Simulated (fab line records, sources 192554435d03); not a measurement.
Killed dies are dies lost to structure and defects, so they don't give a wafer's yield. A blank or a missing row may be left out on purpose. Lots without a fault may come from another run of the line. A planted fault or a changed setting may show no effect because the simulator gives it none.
One fault seen from 2 desks | flow n5_finfet | each desk has only its own numbers; what lay behind them comes last

THE METROLOGY DESK
What the gauges read, lot by lot, whatever tool the lot ran on: means of the sampled wafers that have a number. A lot is out of limits, marked OUT, if its mean lies more than 4 standard deviations from the usual mean; the brackets give that distance. Of its 10 readings 7 are shown: those that lie furthest out on some lot.
Columns: A = DIBL_N at N5_BEOL_M4_RC_MEAS_101, usual 36.3 mV/V; B = IOFF_N at N5_BEOL_M4_RC_MEAS_101, usual 0.164 nA/um; C = IOFF_P at N5_BEOL_M4_RC_MEAS_101, usual 0.214 nA/um; D = ION_P at N5_BEOL_M4_RC_MEAS_101, usual 461 uA/um; E = SS_P at N5_BEOL_M4_RC_MEAS_101, usual 73.3 mV/dec; F = VT_N at N5_BEOL_M4_RC_MEAS_101, usual 249.4 mV; G = VT_P at N5_BEOL_M4_RC_MEAS_101, usual -250.0 mV
lot  | first seen here | A    | B     | C     | D   | E    | F     | G
L238 | day 7 14:05     | 36.1 | 0.157 | 0.188 | 453 | 73.6 | 249.7 | -252.7
L241 | day 8 06:36     | 35.7 | 0.158 | 0.190 | 458 | 73.1 | 249.5 | -251.6
L242 | day 8 20:59     | 36.3 | 0.155 | 0.192 | 452 | 73.2 | 252.5 | -251.3
L240 | day 9 02:45     | 34.9 | 0.142 | 0.183 | 455 | 72.9 | 250.5 | -254.1
L245 | day 10 09:23    | 35.5 | 0.158 | 0.214 | 460 | 73.1 | 250.5 | -248.8
L248 | day 10 14:59    | 36.6 | 0.186 | 0.226 | 460 | 73.9 | 245.7 | -250.3
L249 | day 10 17:22    | 37.6 | 0.195 | 0.254 | 464 | 74.7 | 248.9 | -248.2
L254 | day 12 05:11    | 35.1 | 0.143 | 0.205 | 462 | 72.9 | 250.4 | -249.4
L260 | day 13 14:47    | 38.4 | 0.189 | 0.228 | 465 | 73.2 | 248.2 | -250.1
L261 | day 13 19:11    | 37.0 | 0.173 | 0.229 | 466 | 73.9 | 249.9 | -250.6
This desk's finding: nothing out of limits on any of the 10 lots.

THE TOOL OWNER'S DESK: ald_metal-02
The tool's own readings at N5_MOL_CONTACT_COAG_ALD_20 (deposits TiN, target thk 1.5 nm, pulse time 1 s, purge time 3 s): means of the sampled wafers that have a number, for each lot that ran on this tool. A lot is out of limits, marked OUT, if its mean lies more than 4 standard deviations from the usual mean; the brackets give that distance.
Columns: A = heater_power_w at N5_MOL_CONTACT_COAG_ALD_20, usual 885 W; B = precursor_pulse_height_rel at N5_MOL_CONTACT_COAG_ALD_20, usual 1.001; C = susceptor_temp_C at N5_MOL_CONTACT_COAG_ALD_20, usual 400.01 C
lot  | first seen here | A   | B     | C
L238 | day 4 17:35     | 872 | 0.995 | 400.00
L241 | day 5 11:19     | 929 | 1.009 | 400.04
L242 | day 5 18:13     | 879 | 1.006 | 400.19
L248 | day 7 06:58     | 880 | 0.986 | 400.14
L249 | day 7 17:26     | 902 | 0.992 | 399.97
This desk's finding: nothing out of limits on any of the 5 lots.

PUT TOGETHER
The metrology desk saw nothing out of limits.
The tool owner's desk saw nothing out of limits.

WHAT THE SIMULATOR HAD PUT IN
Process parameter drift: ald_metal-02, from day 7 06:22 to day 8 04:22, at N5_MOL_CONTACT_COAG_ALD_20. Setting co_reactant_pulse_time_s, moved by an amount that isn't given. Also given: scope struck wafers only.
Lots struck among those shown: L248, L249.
